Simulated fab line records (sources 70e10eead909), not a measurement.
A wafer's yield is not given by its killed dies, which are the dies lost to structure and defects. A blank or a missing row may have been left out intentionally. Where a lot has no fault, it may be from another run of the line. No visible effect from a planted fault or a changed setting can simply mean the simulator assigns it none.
fab line records + flow nandHarc
record
- lots=6
- wafers=18
- lastDay=25
route steps=1159 shown P_M2@349 P_BONDPAD@351 END@1159
lots that met no fault: taken from a fault-free run of the same line
startH: the number of hours between the record's first day and the start of the first shown wafer of the lot + waitH: hours from the lot's prior step to this one + " identical to the entry in the row above + L1.1+2: several wafers, shown together as one row + - no value, or no start was given + * or withheld: withheld + < > ~ a bound
route shown NAME@n: names a module that has steps shown in the file, with the first one's number in the route + usual: mean/standard deviation taken from wafers without a fault + same: alike in all rows + chamber/n: place in a boat + sites: readings site by site + _std_site: how widely they spread, as a standard deviation + _edge_site: outer sites' mean less inner sites' + radiusMm: how far each site lies from the wafer's centre + mask NAME#n: copy n + behind: the last tool/chamber to shape the wafer + hold: cause of the lot's hold/its duration in hours/its outcome + device: transistor that didn't switch, given as n, p or np + end of line: tests run on the same wafers once the route is complete + for a step that has no rows: nothing shown but its recipe + killed: dies lost to structure and defects at the first sort, not the wafer's yield + map: per-die view of a wafer (x killed, . not killed, _ where there is no die)
set.NAME: the setting that was run; set.NAME@STEP: the one run at that earlier step + model.NAME: the simulator's own value behind a step, which no gauge read
lots seen at some steps along the route; tables by step, rows by wafer
services: the hour from which a tool's chamber was out of use, counted from the record's first day as startH (under 0 if before that day), plus the number of hours and why
## steps
# step NHARC_P_M2_PRE_CLEAN_32
# recipe
- timeS=12
- tempC=370
- rfPowerW=300
- gas=NH3
# usual
- heaterPowerW=652/66
| lot.wafer | tool     | chamber | startH | waitH | heaterPowerW |
|-----------|----------|---------|--------|-------|--------------|
| L188.5    | pecvd-03 | 0       | 135.86 | 0.1   | 660          |
| L188.4    | "        | 1       | "      | "     | 625          |
| L188.6    | "        | 2       | "      | "     | 662          |
| L195.2    | pecvd-01 | 2       | 172.53 | 0.1   | 690          |
| L195.4    | "        | 1       | "      | "     | 731          |
| L195.6    | "        | 0       | "      | "     | 602          |
| L201.3    | pecvd-04 | 2       | 213.81 | 0.1   | 736          |
| L201.6    | "        | 2       | "      | "     | 732          |
| L201.5    | "        | 0       | "      | "     | 566          |
| L204.1    | pecvd-03 | 1       | 229.59 | 0.1   | 706          |
| L204.6    | "        | 1       | "      | "     | 708          |
| L204.5    | "        | 2       | "      | "     | 595          |
| L208.3    | pecvd-01 | 2       | 252.86 | 0.1   | 652          |
| L208.5    | "        | 1       | "      | "     | 736          |
| L208.6    | "        | 0       | "      | "     | 643          |
| L210.3    | pecvd-04 | 2       | 264.68 | 0.1   | 632          |
| L210.4    | "        | 1       | "      | "     | 581          |
| L210.6    | "        | 0       | "      | "     | 517          |
# step NHARC_P_M2_DEP_33
# recipe
- targetThkA=300
- tempC=370
- targetThkNm=30
- pressureTorr=3
- flowSccm=200
- rfW=450
- material=SiCN
# usual
- heaterPowerW=595/68
| lot.wafer | tool     | chamber | startH | waitH | heaterPowerW |
|-----------|----------|---------|--------|-------|--------------|
| L188.5    | pecvd-03 | 0       | 136.03 | 0.2   | 630          |
| L188.4    | "        | 1       | "      | "     | 560          |
| L188.6    | "        | 2       | "      | "     | 620          |
| L195.2    | pecvd-01 | 2       | 172.64 | 0.1   | 627          |
| L195.4    | "        | 1       | "      | "     | 612          |
| L195.6    | "        | 0       | "      | "     | 492          |
| L201.3    | pecvd-04 | 2       | 213.92 | 0.1   | 651          |
| L201.6    | "        | 2       | "      | "     | 679          |
| L201.5    | "        | 0       | "      | "     | 487          |
| L204.1    | pecvd-03 | 1       | 229.67 | 0.1   | 569          |
| L204.6    | "        | 1       | "      | "     | 574          |
| L204.5    | "        | 2       | "      | "     | 627          |
| L208.3    | pecvd-01 | 2       | 252.96 | 0.1   | 559          |
| L208.5    | "        | 1       | "      | "     | 688          |
| L208.6    | "        | 0       | "      | "     | 628          |
| L210.3    | pecvd-04 | 2       | 264.79 | 0.1   | 695          |
| L210.4    | "        | 1       | "      | "     | 591          |
| L210.6    | "        | 0       | "      | "     | 434          |
# step NHARC_P_BONDPAD_DEP_00
# recipe
- targetThkA=2500
- tempC=370
- targetThkNm=250
- pressureTorr=3
- flowSccm=200
- rfW=450
- material=SiCN
# usual
- heaterPowerW=603/66
| lot.wafer | tool     | chamber | startH | waitH | heaterPowerW |
|-----------|----------|---------|--------|-------|--------------|
| L188.6    | pecvd-01 | 0       | 136.56 | -     | 604          |
| L188.5    | "        | 1       | "      | "     | 664          |
| L188.4    | "        | 2       | "      | "     | 615          |
| L195.2    | pecvd-03 | 0       | 173.06 | -     | 638          |
| L195.4    | "        | 2       | "      | "     | 650          |
| L195.6    | "        | 0       | "      | "     | 655          |
| L201.3    | pecvd-03 | 2       | 214.95 | -     | 639          |
| L201.6    | "        | 0       | "      | "     | 605          |
| L201.5    | "        | 2       | "      | "     | 654          |
| L204.1    | pecvd-04 | 1       | 230.08 | -     | 572          |
| L204.6    | "        | 2       | "      | "     | 674          |
| L204.5    | "        | 0       | "      | "     | 487          |
| L208.3    | pecvd-01 | 0       | -      | -     | 641          |
| L208.5    | "        | 1       | "      | "     | 618          |
| L208.6    | "        | 2       | "      | "     | 612          |
| L210.4    | pecvd-03 | 1       | 265.30 | -     | 622          |
| L210.3    | "        | 0       | "      | "     | 625          |
| L210.6    | "        | 0       | "      | "     | 630          |
# step NHARC_P_BONDPAD_CMP_32
# recipe
- targetThkNm=200
- material=SiCN
# usual
- motorCurrentA=11.8/1.1
- padLifeWafers=233/150
| lot.wafer | tool   | chamber | startH | waitH | motorCurrentA | padLifeWafers |
|-----------|--------|---------|--------|-------|---------------|---------------|
| L188.4    | cmp-02 | 1       | 136.86 | -     | 11.1          | 25            |
| L188.5    | "      | 0       | "      | "     | 12.1          | -             |
| L188.6    | "      | 1       | "      | "     | 11.2          | -             |
| L195.4    | cmp-04 | 0       | 173.47 | -     | 13.8          | 320           |
| L195.2    | "      | 1       | "      | "     | 11.0          | 321           |
| L195.6    | "      | 3       | "      | "     | 14.3          | -             |
| L201.3    | cmp-03 | 0       | 215.32 | -     | 9.6           | 290           |
| L201.5    | "      | 2       | "      | "     | 11.8          | -             |
| L201.6    | "      | 3       | "      | "     | 11.1          | -             |
| L204.1    | cmp-04 | 2       | 230.51 | -     | 12.7          | 115           |
| L204.6    | "      | 1       | "      | "     | 10.9          | -             |
| L204.5    | "      | 2       | "      | "     | 12.8          | -             |
| L208.3    | cmp-03 | 3       | 253.77 | -     | 11.9          | 542           |
| L208.6    | "      | 1       | "      | "     | 12.2          | -             |
| L208.5    | "      | 2       | "      | "     | 11.6          | -             |
| L210.3    | cmp-03 | 1       | 265.70 | 0.3   | 11.4          | 24            |
| L210.4    | "      | 0       | "      | "     | 10.1          | 27            |
| L210.6    | "      | 2       | "      | "     | 12.0          | -             |
# step NHARC_P_BONDPAD_THK_MEAS_33
# recipe
- thkMeasGauge=ellipsometry
# usual
- thkNm=200.0/1.4
| lot.wafer | tool         | chamber | startH | waitH | thkNm |
|-----------|--------------|---------|--------|-------|-------|
| L188.4    | filmMetro-01 | -       | 137.09 | 0.2   | 202.0 |
| L188.5    | "            | -       | "      | "     | 203.4 |
| L188.6    | "            | -       | "      | "     | 201.3 |
| L195.2    | filmMetro-02 | -       | 173.67 | 0.2   | 199.9 |
| L195.4    | "            | -       | "      | "     | 199.3 |
| L195.6    | "            | -       | "      | "     | 199.7 |
| L201.3    | filmMetro-01 | -       | 215.52 | 0.2   | 200.2 |
| L201.5    | "            | -       | "      | "     | 199.2 |
| L201.6    | "            | -       | "      | "     | 199.8 |
| L204.1    | filmMetro-02 | -       | 230.74 | 0.2   | 201.9 |
| L204.5    | "            | -       | "      | "     | 196.7 |
| L204.6    | "            | -       | "      | "     | 201.7 |
| L208.3    | filmMetro-02 | -       | 253.97 | 0.2   | 202.7 |
| L208.5    | "            | -       | "      | "     | 200.9 |
| L208.6    | "            | -       | "      | "     | 199.6 |
| L210.3    | filmMetro-02 | -       | 265.95 | 0.2   | 198.5 |
| L210.4    | "            | -       | "      | "     | 199.4 |
| L210.6    | "            | -       | "      | "     | 200.9 |
# step NHARC_P_BONDPAD_SRD_34
# step NHARC_P_BONDPAD_DEHYDRATE_01
# recipe
- tempC=150
- timeS=120
# step NHARC_P_BONDPAD_HMDS_02
# recipe
- timeS=30
# step NHARC_P_BONDPAD_COAT_36
# recipe
- tempC=200
- timeS=65
# step NHARC_P_BONDPAD_COAT_03
# recipe
- spinRpm=2000
- resistThkNm=600
# step NHARC_P_BONDPAD_SOFTBAKE_04
# recipe
- tempC=125
- timeS=70
# step NHARC_P_BONDPAD_EBR_05
# step NHARC_P_BONDPAD_EXPOSE_06
# recipe
- na=0.55
- doseMj=37.06
- maskId=P_BPAD
# usual
- exposureDoseMJCm2=37.02/0.034
| lot.wafer | tool          | chamber | startH | waitH | mask     | exposureDoseMJCm2 |
|-----------|---------------|---------|--------|-------|----------|-------------------|
| L188.4    | krfScanner-02 | 0       | 137.39 | -     | P_BPAD#0 | 37.06             |
| L188.5    | "             | 0       | "      | "     | P_BPAD#0 | 37.01             |
| L188.6    | "             | 0       | "      | "     | P_BPAD#0 | 36.99             |
| L195.2    | krfScanner-01 | 0       | 174.09 | -     | P_BPAD#0 | 37.12             |
| L195.4    | "             | 0       | "      | "     | P_BPAD#0 | 37.04             |
| L195.6    | "             | 0       | "      | "     | P_BPAD#0 | 37.09             |
| L201.3    | krfScanner-02 | 0       | 215.94 | -     | P_BPAD#0 | 58.81             |
| L201.5    | "             | 0       | "      | "     | P_BPAD#0 | 58.79             |
| L201.6    | "             | 0       | "      | "     | P_BPAD#0 | 58.81             |
| L204.1    | krfScanner-02 | 0       | 231.15 | -     | P_BPAD#0 | 55.02             |
| L204.5    | "             | 0       | "      | "     | P_BPAD#0 | 55.06             |
| L204.6    | "             | 0       | "      | "     | P_BPAD#0 | 55.10             |
| L208.3    | krfScanner-03 | 0       | 254.40 | -     | P_BPAD#0 | 37.01             |
| L208.5    | "             | 0       | "      | "     | P_BPAD#0 | 36.95             |
| L208.6    | "             | 0       | "      | "     | P_BPAD#0 | 36.99             |
| L210.3    | krfScanner-03 | 0       | 266.39 | -     | P_BPAD#0 | 36.98             |
| L210.4    | "             | 0       | "      | "     | P_BPAD#0 | 36.96             |
| L210.6    | "             | 0       | "      | "     | P_BPAD#0 | 36.98             |
# step NHARC_P_BONDPAD_PEB_07
# recipe
- pebTempC=128
- pebTimeS=80
# step NHARC_P_BONDPAD_DEVELOP_08
# recipe
- timeS=50
- devTempC=22
# step NHARC_P_BONDPAD_CD_MEAS_09
# recipe
- targetCdNm=500
- landingEnergyEv=500
# usual
- cdNm=500.0/2.2
| lot.wafer | tool     | chamber | startH | waitH | cdNm  |
|-----------|----------|---------|--------|-------|-------|
| L188.4    | cdSem-01 | 0       | 137.53 | -     | 499.1 |
| L188.5    | "        | 0       | "      | "     | 500.5 |
| L188.6    | "        | 0       | "      | "     | 500.9 |
| L195.2    | cdSem-02 | 0       | 174.25 | -     | 504.5 |
| L195.4    | "        | 0       | "      | "     | 503.1 |
| L195.6    | "        | 0       | "      | "     | 505.5 |
| L201.3    | cdSem-03 | 0       | 216.10 | -     | 518.3 |
| L201.5    | "        | 0       | "      | "     | 517.0 |
| L201.6    | "        | 0       | "      | "     | 520.3 |
| L204.1    | cdSem-02 | 0       | 231.31 | -     | 515.1 |
| L204.5    | "        | 0       | "      | "     | 516.5 |
| L204.6    | "        | 0       | "      | "     | 518.0 |
| L208.3    | cdSem-02 | 0       | 254.54 | -     | 496.4 |
| L208.5    | "        | 0       | "      | "     | 498.5 |
| L208.6    | "        | 0       | "      | "     | 498.7 |
| L210.3    | cdSem-01 | 0       | 266.53 | -     | 499.4 |
| L210.4    | "        | 0       | "      | "     | 498.4 |
| L210.6    | "        | 0       | "      | "     | 498.1 |
# step NHARC_P_BONDPAD_OVL_MEAS_38
# usual
- overlayXNm=-3/5.6
- overlayYNm=2/5.2
| lot.wafer | tool       | chamber | startH | waitH | overlayXNm | overlayYNm |
|-----------|------------|---------|--------|-------|------------|------------|
| L188.4    | overlay-01 | -       | 137.61 | -     | 3          | -1         |
| L188.5    | "          | -       | "      | "     | 3          | -1         |
| L188.6    | "          | -       | "      | "     | 3          | -1         |
| L195.2    | overlay-02 | -       | 174.34 | -     | 3          | -4         |
| L195.4    | "          | -       | "      | "     | 3          | -5         |
| L195.6    | "          | -       | "      | "     | 3          | -5         |
| L201.3    | overlay-02 | -       | 216.18 | -     | -9         | 3          |
| L201.5    | "          | -       | "      | "     | -9         | 4          |
| L201.6    | "          | -       | "      | "     | -9         | 3          |
| L204.1    | overlay-02 | -       | 231.40 | -     | 4          | 11         |
| L204.5    | "          | -       | "      | "     | 4          | 11         |
| L204.6    | "          | -       | "      | "     | 4          | 11         |
| L208.3    | overlay-02 | -       | 254.62 | -     | -2         | 1          |
| L208.5    | "          | -       | "      | "     | -3         | 1          |
| L208.6    | "          | -       | "      | "     | -2         | 1          |
| L210.3    | overlay-01 | -       | 266.62 | -     | -4         | 15         |
| L210.4    | "          | -       | "      | "     | -4         | 16         |
| L210.6    | "          | -       | "      | "     | -4         | 15         |
# step NHARC_END_SORT_01
# recipe
- tempC=25
# usual
- defectLimitedYield=95.7/1.4
- killedAtArray=25/9.2
- killedAtOther=0.9/1.3
- killedAtPeriphery=3.3/2.3
- killedDies=29/9.6
- killedOpen=3.2/1.8
- killedShort=2/1.4
- sort_bin_2_pct=1.3/0.65
- sort_bin_3_pct=0.25/0.21
- sort_bin_4_pct=2.8/0.9
- sortNPass=648/9.6
- sortRimYieldPct=94/3
- sortYieldPct=95.7/1.4
# same
- grossDies=677
- sort_bin_5_pct[%]=0
- sort_bin_6_pct[%]=0
- sort_bin_7_pct[%]=0
- sort_bin_8_pct[%]=0
- sortRimNGross=106.00
| lot.wafer | tool      | chamber | startH | waitH | defectLimitedYield[%] | killedAtArray | killedAtOther | killedAtPeriphery | killedDies | killedOpen | killedShort | sort_bin_2_pct[%] | sort_bin_3_pct[%] | sort_bin_4_pct[%] | sortNPass | sortRimYieldPct[%] | sortYieldPct[%] |
|-----------|-----------|---------|--------|-------|-----------------------|---------------|---------------|-------------------|------------|------------|-------------|-------------------|-------------------|-------------------|-----------|--------------------|-----------------|
| L195.2    | prober-01 | 0       | 498.65 | 2.8   | 96.2                  | 23            | 0             | 3                 | 26         | 6          | 0           | 1.0               | 0.15              | 2.7               | 651       | 93                 | 96.2            |
| L195.4    | prober-01 | 0       | 500.26 | 3.4   | 97.3                  | 16            | 0             | 2                 | 18         | 1          | 2           | 0.9               | 0.15              | 1.6               | 659       | 96                 | 97.3            |
| L195.6    | prober-01 | 0       | 501.87 | 4.0   | 96.6                  | 22            | 0             | 1                 | 23         | 4          | 0           | 1.5               | 0                 | 1.9               | 654       | 96                 | 96.6            |
| L201.3    | prober-02 | 0       | 543.60 | 3.1   | 96.2                  | 21            | 1             | 4                 | 26         | 4          | 1           | 1.2               | 0                 | 2.7               | 651       | 96                 | 96.2            |
| L201.5    | prober-02 | 0       | 545.16 | 3.6   | 96.8                  | 16            | 4             | 2                 | 22         | 3          | 4           | 1.2               | 0.30              | 1.8               | 655       | 97                 | 96.8            |
| L201.6    | prober-02 | 0       | 545.94 | 3.9   | 95.6                  | 25            | 5             | 0                 | 30         | 1          | 2           | 2.1               | 0                 | 2.4               | 647       | 94                 | 95.6            |
# killed by level:class
L195.2 A_SLIT:chamberFilmFlake=6 A_CHANNEL_HOLE_D1:chamberFilmFlake=4 A_WL_FILL:chamberFilmFlake=3 A_CONTACT:chamberFilmFlake=3 A_M0:geometricParticle:open=2 P_ZERO_WELL:chamberFilmFlake=2 P_CONTACT:geometricParticle:open=1 A_CHANNEL_HOLE_D1:geometricParticle:open=1
L195.4 A_SLIT:chamberFilmFlake=7 P_ZERO_WELL:chamberFilmFlake=2 A_CHANNEL_HOLE_D1:chamberFilmFlake=2 A_WL_FILL:chamberFilmFlake=2 A_STAIRCASE:geometricParticle:short=1 A_CONTACT:geometricParticle:open=1 A_M0:geometricParticle:short=1 A_STAIRCASE:chamberFilmFlake=1
L195.6 A_SLIT:chamberFilmFlake=5 A_STAIRCASE:chamberFilmFlake=4 A_WL_FILL:chamberFilmFlake=4 A_M0:geometricParticle:open=2 A_CHANNEL_HOLE_D1:chamberFilmFlake=2 A_CONTACT:chamberFilmFlake=2 A_BLC:geometricParticle:open=1 A_M1:geometricParticle:open=1
L201.3 A_STAIRCASE:chamberFilmFlake=9 A_SLIT:chamberFilmFlake=4 A_CHANNEL_HOLE_D1:chamberFilmFlake=3 P_CONTACT:geometricParticle:open=2 A_CONTACT:chamberFilmFlake=2 P_M1:geometricParticle:open=1 A_SGD_CUT:geometricParticle:short=1 A_M0:geometricParticle:open=1
L201.5 A_STAIRCASE:chamberFilmFlake=4 THIN_TSV:chamberFilmFlake=4 A_SLIT:chamberFilmFlake=3 A_CHANNEL_HOLE_D1:chamberFilmFlake=2 A_CONTACT:chamberFilmFlake=2 P_CONTACT:geometricParticle:open=1 P_CONTACT:geometricParticle:short=1 A_SGD_CUT:geometricParticle:short=1
L201.6 A_STAIRCASE:chamberFilmFlake=11 A_CHANNEL_HOLE_D1:chamberFilmFlake=5 THIN_TSV:chamberFilmFlake=5 A_SLIT:chamberFilmFlake=3 A_CONTACT:chamberFilmFlake=3 A_ONON_D1:geometricParticle:short=2 A_CONTACT:geometricParticle:open=1
## services
| tool          | chamber | startH | hours | kind   |
|---------------|---------|--------|-------|--------|
| pecvd-01      | 1       | 111.97 | 5.0   | repair |
| pecvd-03      | 0       | 123.80 | 10.4  | repair |
| cmp-02        | -       | 128.60 | 4.0   | pm     |
| cmp-03        | -       | 135.50 | 1.4   | repair |
| cmp-04        | -       | 139.01 | 0.9   | repair |
| cmp-04        | -       | 155.65 | 2.5   | repair |
| cmp-03        | -       | 156.00 | 4.0   | pm     |
| pecvd-04      | -       | 161.75 | 0.4   | repair |
| pecvd-01      | -       | 162.00 | 1.1   | repair |
| krfScanner-02 | -       | 169.19 | 0.2   | repair |
| krfScanner-03 | -       | 185.30 | 4.0   | pm     |
| pecvd-04      | -       | 195.70 | 13.0  | pm     |
| cmp-04        | -       | 203.00 | 4.0   | pm     |
| pecvd-01      | 2       | 206.82 | 3.9   | repair |
| krfScanner-02 | -       | 210.04 | 4.0   | pm     |
| cmp-02        | -       | 221.89 | 0.2   | repair |
| cmp-02        | -       | 226.60 | 4.0   | pm     |
| pecvd-03      | -       | 230.20 | 2.3   | repair |
| pecvd-01      | -       | 237.00 | 13.0  | pm     |
| cmp-02        | -       | 238.38 | 2.3   | repair |
| cmp-03        | -       | 241.72 | 0.7   | repair |
| pecvd-03      | 2       | 253.54 | 20.1  | repair |
| cmp-03        | -       | 254.00 | 4.0   | pm     |
| krfScanner-03 | -       | 255.99 | 1.0   | repair |
## key
firstSign
- step=NHARC_P_BONDPAD_EXPOSE_06
- reading=exposureDoseMJCm2
- direction=up
- sigmas=99+
- usual=37.02
- struck=56.93
effect
- step=NHARC_P_BONDPAD_CD_MEAS_09
- reading=cdNm
- direction=up
- sigmas=8.1
- usual=500.0
- struck=517.5
- through=controlLoop
metAt NHARC_P_BONDPAD_EXPOSE_06
struckWafers L201.3,L201.5,L201.6,L204.1,L204.5,L204.6
loopTrim
- step=NHARC_P_BONDPAD_EXPOSE_06
- setting=dose
- lots=L204
onsetBetween 137.39 215.94
fault
- kind=processParameterDrift
- tool=krfScanner-02
- chamber=-
- onsetH=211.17
- steps=NHARC_P_BONDPAD_EXPOSE_06
- channel=doseMj
- offset=21.73
- shape=step
- actsIn=theseRecipesOnly
- stated=37.06
# loopTrim: a control loop set the setting to another value than it would have without faults
